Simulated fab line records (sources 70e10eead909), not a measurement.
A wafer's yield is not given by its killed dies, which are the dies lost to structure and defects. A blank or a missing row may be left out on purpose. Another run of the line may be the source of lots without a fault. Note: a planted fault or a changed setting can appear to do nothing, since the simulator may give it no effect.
fab line records | flow nand-harc
record: lots: 15 | wafers: 45 | last-day: 26
route steps=1159 shown A_CONTACT@947 A_BLC@980 A_M0@1005
lots that met no fault: taken from a fault-free run of the same line
start-h: hours from the record's first day to the start of the lot's first wafer shown | wait-h: hours from the lot's prior step to this one | " as in the row above | L1.1+2: a single row standing in for several wafers | - either no value or no given start | * or withheld: withheld | < > ~ a bound
route shown NAME@n: a module of which the file shows steps, and the number in the route of the first | usual: mean and standard deviation over wafers with no fault | same: alike in all rows | chamber/n: place in a boat | sites: each site's reading | _std_site: how widely they spread, as a standard deviation | _edge_site: the outer-site mean with the inner-site mean subtracted | radius-mm: how far each site lies from the wafer's centre | mask NAME#n: copy n | behind: the last tool/chamber to shape the wafer | hold: the reason the lot was held/the length of the hold in hours/how it ended | device: the n, p or np transistor that did not switch | end of line: tests of these same wafers at the route's end | a step with no rows: only its recipe | killed: dies that structure and defects cost at the first sort, which is not the same as the wafer's yield | map: a wafer's dies, marking killed ones x, the rest . and places with no die _
set.NAME: the setting as run; set.NAME@STEP: as run at that earlier step | model.NAME: the simulator's own value behind a step, which no gauge read
steps of the route over a sample of lots; a table a step, a row a wafer
services: when a tool's chamber went out of use (start-h, in hours from the record's first day, below 0 if earlier), for how many hours, and the reason
== steps ==
step: NHARC_A_CONTACT_ETCH_138
recipe: source-w: withheld | pressure-mtorr: 20 | bias-v: 3000 | time-s: 132 | target-depth-a: 12890 | ar-flow-sccm: withheld | c4f8-flow-sccm: withheld | o2-flow-sccm: withheld | chemistry: C4F8/O2/Ar
same: time-s: 132
lot.wafer | tool            | chamber | start-h | wait-h | rf-hours-counter-h
L650.4    | har-cap-etch-01 | 0       | 405.90  | 0.2    | -
L650.3    | "               | 1       | "       | "      | -
L650.5    | "               | 1       | "       | "      | -
L651.1    | har-cap-etch-01 | 0       | 410.52  | 0.1    | 58
L651.3    | "               | 0       | "       | "      | -
L651.6    | "               | 0       | "       | "      | -
L652.2    | har-cap-etch-02 | 0       | 411.39  | 0.1    | 14
L652.1    | "               | 1       | "       | "      | 14
L652.5    | "               | 0       | "       | "      | -
L654.2    | har-cap-etch-03 | 0       | 432.31  | 0.1    | 89
L654.6    | "               | 1       | "       | "      | -
L654.5    | "               | 0       | "       | "      | -
L653.1    | har-cap-etch-03 | 1       | 438.69  | 0.1    | 91
L653.3    | "               | 1       | "       | "      | -
L653.5    | "               | 1       | "       | "      | -
L655.2    | har-cap-etch-02 | 0       | 445.41  | 0.1    | 20
L655.1    | "               | 1       | "       | "      | 20
L655.6    | "               | 0       | "       | "      | -
L656.1    | har-cap-etch-03 | 0       | 446.68  | 0.1    | 93
L656.4    | "               | 1       | "       | "      | -
L656.5    | "               | 1       | "       | "      | -
L658.2    | har-cap-etch-02 | 0       | 456.09  | 0.1    | 22
L658.3    | "               | 1       | "       | "      | -
L658.6    | "               | 0       | "       | "      | -
L663.2    | har-cap-etch-03 | 0       | 507.84  | 0.1    | 100
L663.3    | "               | 0       | "       | "      | -
L663.5    | "               | 1       | "       | "      | -
L668.2    | har-cap-etch-03 | 1       | 518.44  | 0.1    | 103
L668.4    | "               | 0       | "       | "      | -
L668.5    | "               | 0       | "       | "      | -
L666.1    | har-cap-etch-01 | 1       | 523.16  | 0.1    | 78
L666.2    | "               | 0       | "       | "      | 78
L666.5    | "               | 1       | "       | "      | -
L671.1    | har-cap-etch-02 | 0       | 524.64  | 0.1    | 34
L671.4    | "               | 0       | "       | "      | -
L671.5    | "               | 1       | "       | "      | -
L670.2    | har-cap-etch-03 | 1       | 526.23  | 0.1    | 105
L670.1    | "               | 0       | "       | "      | 105
L670.3    | "               | 1       | "       | "      | -
L672.2    | har-cap-etch-02 | 1       | 540.36  | 0.1    | 37
L672.1    | "               | 0       | "       | "      | 37
L672.4    | "               | 0       | "       | "      | -
L673.2    | har-cap-etch-02 | 1       | 543.34  | 0.1    | 38
L673.3    | "               | 0       | "       | "      | -
L673.5    | "               | 1       | "       | "      | -
step: NHARC_A_BLC_ETCH_18
recipe: target-depth-a: 9100 | c4f8-flow-sccm: 20 | o2-flow-sccm: 10 | ar-flow-sccm: withheld | rf-w: 600 | bias-w: 1500 | chemistry: C4F8/O2/Ar
usual: oes-product-au: 0.960/0.021 | rf-vpp-V: 978/7.1
lot.wafer | tool        | chamber | start-h | wait-h | oes-product-au | rf-hours-counter-h | rf-vpp-V
L650.3    | rie-diel-12 | 2       | -       | -      | 0.955          | 12                 | 968
L650.4    | "           | 3       | "       | "      | 0.936          | 12                 | 984
L650.5    | "           | 2       | "       | "      | 0.972          | -                  | 968
L651.3    | rie-diel-02 | 3       | -       | -      | 0.979          | 8                  | 970
L651.1    | "           | 0       | "       | "      | 0.945          | 9                  | 980
L651.6    | "           | 1       | "       | "      | 0.965          | -                  | 970
L652.2    | rie-diel-04 | 3       | 416.75  | -      | 0.927          | 10                 | 977
L652.1    | "           | 0       | "       | "      | 0.925          | 10                 | 986
L652.5    | "           | 2       | "       | "      | 0.917          | -                  | 987
L654.2    | rie-diel-04 | 2       | -       | -      | 0.956          | 12                 | 989
L654.5    | "           | 0       | "       | "      | 0.977          | -                  | 987
L654.6    | "           | 1       | "       | "      | 0.975          | -                  | 985
L653.3    | rie-diel-02 | 2       | -       | -      | 0.959          | 11                 | 975
L653.1    | "           | 0       | "       | "      | 0.976          | 12                 | 980
L653.5    | "           | 3       | "       | "      | 0.992          | -                  | 969
L655.2    | rie-diel-04 | 2       | -       | -      | 0.926          | 13                 | 987
L655.1    | "           | 0       | "       | "      | 0.932          | 14                 | 986
L655.6    | "           | 2       | "       | "      | 0.922          | -                  | 988
L656.1    | rie-diel-02 | 3       | -       | -      | 0.996          | 12                 | 968
L656.4    | "           | 0       | "       | "      | 0.988          | 13                 | 980
L656.5    | "           | 2       | "       | "      | 0.967          | -                  | 974
L658.3    | rie-diel-02 | 0       | -       | -      | 0.922          | 14                 | 981
L658.2    | "           | 1       | "       | "      | 0.928          | 13                 | 970
L658.6    | "           | 3       | "       | "      | 0.946          | -                  | 969
L663.2    | rie-diel-04 | 2       | -       | -      | 0.990          | 4                  | 988
L663.3    | "           | 1       | "       | "      | 0.960          | 5                  | 986
L663.5    | "           | 3       | "       | "      | 0.990          | -                  | 975
L668.2    | rie-diel-02 | 0       | -       | -      | 0.980          | 1                  | 979
L668.4    | "           | 3       | "       | "      | 0.984          | 1                  | 968
L668.5    | "           | 1       | "       | "      | 0.959          | -                  | 970
L666.2    | rie-diel-02 | 3       | -       | -      | 0.969          | 2                  | 969
L666.1    | "           | 2       | "       | "      | 0.971          | 2                  | 975
L666.5    | "           | 3       | "       | "      | 0.970          | -                  | 967
L671.1    | rie-diel-12 | 3       | -       | -      | 0.947          | 48                 | 982
L671.4    | "           | 3       | "       | "      | 0.933          | -                  | 983
L671.5    | "           | 1       | "       | "      | 0.930          | -                  | 982
L670.1    | rie-diel-04 | 1       | -       | -      | 0.962          | 6                  | 984
L670.2    | "           | 2       | "       | "      | 0.986          | 6                  | 987
L670.3    | "           | 3       | "       | "      | 0.990          | 7                  | 976
L672.4    | rie-diel-02 | 0       | -       | -      | 0.965          | 3                  | 979
L672.1    | "           | 1       | "       | "      | 0.948          | 3                  | 970
L672.2    | "           | 2       | "       | "      | 0.964          | 4                  | 975
L673.3    | rie-diel-02 | 3       | -       | -      | 0.986          | 3                  | 966
L673.2    | "           | 1       | "       | "      | 0.974          | 4                  | 969
L673.5    | "           | 2       | "       | "      | 0.971          | -                  | 975
step: NHARC_A_BLC_ALD_23
recipe: target-thk-a: 30 | pulse-time-s: 1 | ald-cycles: 150 | temp-c: 450 | material: TiN
usual: ald-cycles: 150/0 | heater-power-w: 1090/150 | precursor-pulse-height-rel: 0.998/0.021
lot.wafer | tool         | chamber | start-h | wait-h | ald-cycles | heater-power-w | precursor-pulse-height-rel
L650.3    | ald-metal-03 | 1       | 413.51  | -      | 150        | 1243           | 0.975
L650.4    | "            | 0       | "       | "      | 150        | 954            | 1.023
L650.5    | "            | 1       | "       | "      | 150        | 1209           | 1.008
L651.3    | ald-metal-03 | 1       | 416.85  | -      | 150        | 1219           | 0.973
L651.1    | "            | 3       | "       | "      | 150        | 1137           | 0.983
L651.6    | "            | 0       | "       | "      | 150        | 996            | 0.970
L652.1    | ald-metal-04 | 0       | 417.95  | -      | 150        | 973            | 1.011
L652.2    | "            | 2       | "       | "      | 150        | 1026           | 0.967
L652.5    | "            | 3       | "       | "      | 150        | 1304           | 0.978
L654.2    | ald-metal-03 | 0       | 445.16  | -      | 150        | 966            | 0.962
L654.5    | "            | 2       | "       | "      | 150        | 1344           | 0.997
L654.6    | "            | 3       | "       | "      | 150        | 1099           | 0.996
L653.1    | ald-metal-02 | 3       | 445.34  | -      | 150        | 958            | 0.990
L653.3    | "            | 0       | "       | "      | 150        | 963            | 0.991
L653.5    | "            | 2       | "       | "      | 150        | 914            | 0.989
L655.1    | ald-metal-04 | 3       | 451.42  | -      | 150        | 1344           | 1.015
L655.2    | "            | 0       | "       | "      | 150        | 1012           | 1.010
L655.6    | "            | 3       | "       | "      | 150        | 1307           | 1.008
L656.1    | ald-metal-04 | 2       | 453.17  | -      | 150        | 992            | 0.975
L656.5    | "            | 0       | "       | "      | 150        | 1013           | 0.992
L656.4    | "            | 3       | "       | "      | 150        | 1315           | 0.982
L658.2    | ald-metal-02 | 1       | 462.88  | -      | 150        | 931            | 0.994
L658.3    | "            | 0       | "       | "      | 150        | 980            | 0.976
L658.6    | "            | 1       | "       | "      | 150        | 942            | 1.024
L663.2    | ald-metal-03 | 0       | 518.31  | -      | 73         | 979            | 1.003
L663.3    | "            | 2       | "       | "      | 73         | 1355           | 1.003
L663.5    | "            | 3       | "       | "      | 73         | 1079           | 1.013
L668.4    | ald-metal-03 | 3       | 531.43  | -      | 73         | 1082           | 1.003
L668.2    | "            | 0       | "       | "      | 73         | 979            | 0.998
L668.5    | "            | 3       | "       | "      | 73         | 1118           | 0.980
L666.2    | ald-metal-03 | 1       | 539.53  | -      | 73         | 1197           | 1.003
L666.1    | "            | 2       | "       | "      | 73         | 1336           | 1.009
L666.5    | "            | 3       | "       | "      | 73         | 1067           | 1.014
L671.1    | ald-metal-04 | 2       | 540.22  | -      | 150        | 993            | 0.985
L671.5    | "            | 2       | "       | "      | 150        | 1012           | 1.021
L671.4    | "            | 0       | "       | "      | 150        | 1027           | 0.980
L670.3    | ald-metal-02 | 3       | 540.31  | -      | 150        | 975            | 1.030
L670.2    | "            | 0       | "       | "      | 150        | 973            | 0.983
L670.1    | "            | 1       | "       | "      | 150        | 945            | 1.019
L672.2    | ald-metal-02 | 3       | 554.04  | -      | 150        | 1001           | 0.978
L672.1    | "            | 0       | "       | "      | 150        | 1008           | 0.986
L672.4    | "            | 1       | "       | "      | 150        | 929            | 1.014
L673.3    | ald-metal-04 | 3       | 554.76  | -      | 150        | 1328           | 1.015
L673.2    | "            | 0       | "       | "      | 150        | 998            | 1.000
L673.5    | "            | 2       | "       | "      | 150        | 978            | 0.969
step: NHARC_A_M0_OVL_MEAS_10
recipe: pitch-nm: 160
usual: overlay-x-nm: 0.0/1 | overlay-y-nm: 0.2/0.76
lot.wafer | tool       | chamber | start-h | wait-h | overlay-x-nm | overlay-y-nm
L650.3    | overlay-01 | -       | 417.33  | -      | 1.3          | 0.2
L650.4    | "          | -       | "       | "      | 1.8          | 0.1
L650.5    | "          | -       | "       | "      | 1.7          | 0.5
L651.1    | overlay-01 | -       | 423.30  | -      | -0.1         | -0.2
L651.3    | "          | -       | "       | "      | -0.4         | -0.5
L651.6    | "          | -       | "       | "      | 0.0          | 0.2
L652.1    | overlay-01 | -       | 423.46  | -      | 0.3          | 1.1
L652.2    | "          | -       | "       | "      | 0.1          | 1.0
L652.5    | "          | -       | "       | "      | 0.2          | 0.9
L654.2    | overlay-02 | -       | 447.25  | -      | 0.8          | 0.8
L654.5    | "          | -       | "       | "      | 0.8          | 1.0
L654.6    | "          | -       | "       | "      | 0.4          | 0.8
L653.1    | overlay-02 | -       | 448.07  | -      | -1.5         | 0.7
L653.3    | "          | -       | "       | "      | -1.5         | 0.4
L653.5    | "          | -       | "       | "      | -1.3         | -0.1
L655.1    | overlay-01 | -       | 454.16  | -      | 0.1          | -1.2
L655.2    | "          | -       | "       | "      | 0.5          | -1.4
L655.6    | "          | -       | "       | "      | -0.2         | -1.5
L656.1    | overlay-01 | -       | 457.73  | -      | 1.3          | 0.6
L656.4    | "          | -       | "       | "      | 1.6          | -0.2
L656.5    | "          | -       | "       | "      | 1.5          | 0.1
L658.2    | overlay-02 | -       | 470.56  | -      | -0.8         | 0.5
L658.3    | "          | -       | "       | "      | -0.7         | 1.2
L658.6    | "          | -       | "       | "      | -0.5         | 0.6
L671.1    | overlay-01 | -       | 545.42  | -      | -2.4         | 0.4
L671.4    | "          | -       | "       | "      | -2.2         | -0.1
L671.5    | "          | -       | "       | "      | -2.1         | 0.3
L670.1    | overlay-02 | -       | 546.02  | -      | 0.2          | 0.5
L670.2    | "          | -       | "       | "      | 0.6          | 0.1
L670.3    | "          | -       | "       | "      | 0.1          | 0.4
L672.1    | overlay-02 | -       | 561.42  | -      | 0.3          | 0.1
L672.2    | "          | -       | "       | "      | 0.9          | 0.0
L672.4    | "          | -       | "       | "      | 0.1          | 0.1
L673.2    | overlay-01 | -       | 561.76  | -      | 0.2          | 0.4
L673.3    | "          | -       | "       | "      | 0.1          | 0.4
L673.5    | "          | -       | "       | "      | 0.2          | 0.4
== services ==
tool            | chamber | start-h | hours | kind
rie-diel-02     | 0       | 386.34  | -     | clean
rie-diel-02     | 1       | 386.34  | -     | clean
rie-diel-02     | 2       | 386.34  | -     | clean
rie-diel-02     | 3       | 386.34  | -     | clean
rie-diel-02     | 0       | 410.84  | -     | clean
rie-diel-02     | 1       | 410.84  | -     | clean
rie-diel-12     | 3       | 413.28  | 24.8  | repair
rie-diel-04     | 2       | 417.78  | 2.6   | repair
ald-metal-04    | -       | 419.87  | 10.0  | pm
rie-diel-04     | 2       | 428.72  | 7.5   | repair
rie-diel-02     | 3       | 431.82  | 3.5   | repair
ald-metal-03    | -       | 443.49  | 0.2   | repair
rie-diel-12     | 3       | 451.21  | 7.5   | repair
har-cap-etch-01 | -       | 461.43  | 0.5   | repair
rie-diel-04     | -       | 466.07  | 9.0   | pm
har-cap-etch-03 | -       | 467.09  | 0.3   | repair
ald-metal-02    | -       | 486.41  | 0.8   | repair
ald-metal-03    | -       | 500.00  | 10.0  | pm
rie-diel-02     | -       | 505.34  | 9.0   | pm
ald-metal-02    | -       | 518.31  | 1.1   | repair
rie-diel-12     | 0       | 528.89  | 10.7  | repair
ald-metal-04    | 2       | 530.75  | 1.6   | repair
ald-metal-02    | -       | 542.00  | 10.0  | pm
har-cap-etch-03 | -       | 545.00  | 17.0  | pm
== key ==
first-sign: step: NHARC_A_BLC_ALD_23 | reading: ald-cycles | direction: down | sigmas: 99+ | usual: 150 | struck: 73
effect none on later readings
met-at NHARC_A_BLC_ALD_23
struck-lots L663,L666,L668
later-rows-left-out L663.2,L663.3,L663.5,L666.1,L666.2,L666.5,L668.2,L668.4,L668.5
sort-left-out L663.2,L663.3,L663.5,L666.1,L666.2,L666.5,L668.2,L668.4,L668.5
tester-left-out L663,L666,L668
not-acting-at NHARC_A_CONTACT_ETCH_138,NHARC_A_BLC_ETCH_18,NHARC_A_M0_OVL_MEAS_10
onset-between 445.16 518.31
fault: kind: process-parameter-drift | tool: ald-metal-03 | chamber: - | onset-h: 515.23 | steps: NHARC_A_BLC_ALD_23 | channel: ald-cycles | offset: -77 | shape: step | end-h: 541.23 | acts-in: these-recipes-only | stated: 150
tester-left-out: of these lots the tester's yield and bins aren't shown, on N5 and GAA mostly nor the transistor test; their killed dies are dies lost to structure and defects alone, not to doping, threshold or leakage, so they don't give the yield
sort-left-out: the simulated sort isn't trusted on such a fault, so these wafers' sort isn't shown, and their yield isn't known
later-rows-left-out: the simulator's readings of these wafers behind a module that went badly wrong aren't trusted and aren't shown, but for the sort
